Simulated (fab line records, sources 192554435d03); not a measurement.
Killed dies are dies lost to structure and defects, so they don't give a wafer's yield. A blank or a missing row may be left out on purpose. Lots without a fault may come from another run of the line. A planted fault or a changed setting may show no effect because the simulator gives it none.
A struck lot beside a sound one | flow n5_finfet | 16 steps out of a route of 1938
Sound: wafers L665.2, L665.3, L665.5. Struck: wafer L674.1. (L674.3, L674.4 of the same lot were not struck and are left out.) The cause comes at the end.
At each step with rows: each side's tool, then ch and its chambers, then its first start. Under that, the readings that differ: sound wafers | struck wafers | difference of the means | sigmas: that difference in standard deviations of wafers without a fault.
alike: readings whose means differ by less than 2 such deviations, and words and numbers that are the same on both sides. not compared: withheld readings, readings that some wafer has no value for, bounds like >300 that may hide the same value, and numbers for which the record gives no deviation and whose values overlap.
The two part at a step that has a row with sigmas, a row that says differs or no value, or rows on one side only. Numbers that don't overlap but have no deviation are shown without sigmas and don't part them. A reading that every wafer of one side lacks parts them only if that side has two wafers or more.

N5_MOL_CONTACT_COAG_DESCUM_45: chemistry O2, time 7 s.
  sound on rie_diel-06 ch 0,1, day 6 09:25; struck on rie_diel-04 ch 3, day 8 18:53
  alike: drypump_motor_current_A, oes_product_au, rf_vpp_V, showerhead_plenum_p_Torr, throttle_valve_pct
  not compared: rf_hours_counter_h
then, 3 steps without rows for these wafers: N5_MOL_CONTACT_COAG_ETCH_65 (etches underlayer in N2/H2, target depth 13 nm, time 10.4 s); N5_MOL_CONTACT_COAG_ETCH_66 (etches SiARC in CF4, target depth 13 nm, time 21.7 s); N5_MOL_CONTACT_COAG_ALD_133 (deposits SiO2, target thk 5 nm, pulse time 1 s, co reactant pulse time 1 s).
N5_MOL_CONTACT_COAG_ETCHBACK_134: etches SiO2 in CHF3, target depth 10 nm, time 6.7 s.
  sound on rie_diel-05 ch 1,2,3, day 6 10:35; struck on rie_diel-04 ch 0, day 8 19:19
  alike: drypump_motor_current_A, oes_product_au, rf_vpp_V, showerhead_plenum_p_Torr, throttle_valve_pct
  not compared: rf_hours_counter_h
N5_MOL_CONTACT_COAG_ETCH_67: etches SOC in N2/H2, target depth 60 nm, overetch 21 nm, time 101.2 s.
  sound on rie_diel-05 ch 1,2,3, day 6 10:37; struck on rie_diel-04 ch 0, day 8 19:21
  alike: drypump_motor_current_A, oes_product_au, rf_vpp_V, showerhead_plenum_p_Torr, throttle_valve_pct
  not compared: rf_hours_counter_h
then, 4 steps without rows for these wafers: N5_MOL_CONTACT_COAG_STRIP_68 (strips in N2/H2); N5_MOL_CONTACT_COAG_STRIP_69 (strips in N2/H2); N5_MOL_CONTACT_COAG_ETCHBACK_136 (etches SiO2 in CHF3, target depth 25 nm, time 16.7 s); N5_MOL_CONTACT_COAG_STRIP_120 (strips in CHF3).
N5_MOL_CONTACT_COAG_VIA_ETCH_117: etches SiO2 in C4F6/O2, target depth 40 nm, overetch 8 nm, time 26 s.
  sound on rie_diel-05 ch 1,2,3, day 6 10:44; struck on rie_diel-04 ch 0, day 8 19:28
  alike: drypump_motor_current_A, oes_o_777_au, oes_product_au, rf_vpp_V, showerhead_plenum_p_Torr, throttle_valve_pct
  not compared: rf_hours_counter_h
N5_MOL_CONTACT_COAG_ETCH_124: etches SiNx in CH3F/O2, stops on SiOC, target depth 6.5 nm.
  sound on rie_diel-05 ch 1,2,3, day 6 10:46; struck on rie_diel-04 ch 0, day 8 19:30
  alike: CH3F_flow_sccm, drypump_motor_current_A, oes_o_777_au, oes_product_au, rf_vpp_V, showerhead_plenum_p_Torr, throttle_valve_pct
  not compared: rf_hours_counter_h
N5_MOL_CONTACT_COAG_ETCH_48: etches SiOC in C4F6/O2, target depth 15 nm, overetch 4.5 nm, time 17 s.
  sound on rie_diel-05 ch 1,2,3, day 6 10:48; struck on rie_diel-04 ch 0, day 8 19:32
  alike: drypump_motor_current_A, oes_o_777_au, oes_product_au, rf_vpp_V, showerhead_plenum_p_Torr, throttle_valve_pct
  not compared: rf_hours_counter_h, model.SOC_of_MOL_CONTACT_COAG_COAT_62.thk_nm
then, 1 step without rows for these wafers: N5_MOL_CONTACT_COAG_STRIP_72 (strips in N2/H2).
-- the record jumps here: 3 days lie between the struck wafers' starts before and after (it left off in module MOL_CONTACT_COAG and takes up again in module BEOL_M4, whose first step shown is number 1111 of the route) --
N5_BEOL_M4_RC_MEAS_101:
  sound on prober-02 ch 0, day 9 00:53; struck on prober-01 ch 0, day 11 09:48
  reading   | sound                | struck | difference | sigmas
  VT_P (mV) | -252.0 -253.6 -252.7 | -246.8 | +6.0       | +2
  alike: DIBL_N, DIBL_P, IOFF_N, IOFF_P, ION_N, ION_P, SS_N, SS_P, VT_N
-- the record jumps here: 5 days lie between the struck wafers' starts before and after (it left off in module BEOL_M4 and takes up again in module PASSIVATION, whose first step shown is number 1936 of the route) --
N5_PASSIVATION_PROBE_49:
  sound on prober-01, day 12 22:51; struck on prober-02, day 16 00:58
  alike: defect_limited_yield, killed_at_M0_to_M3, killed_at_M4_up, killed_at_contacts, killed_at_front_end, killed_at_other, killed_dies, killed_open, killed_short, sort_bin_5_function, sort_bin_6_memory, sort_n_pass, sort_yield_pct

WHERE THEY PART
Only at N5_BEOL_M4_RC_MEAS_101, within this record. Later steps at which nothing parts them and some readings are alike: N5_PASSIVATION_PROBE_49.

WHY: what the simulator had put in
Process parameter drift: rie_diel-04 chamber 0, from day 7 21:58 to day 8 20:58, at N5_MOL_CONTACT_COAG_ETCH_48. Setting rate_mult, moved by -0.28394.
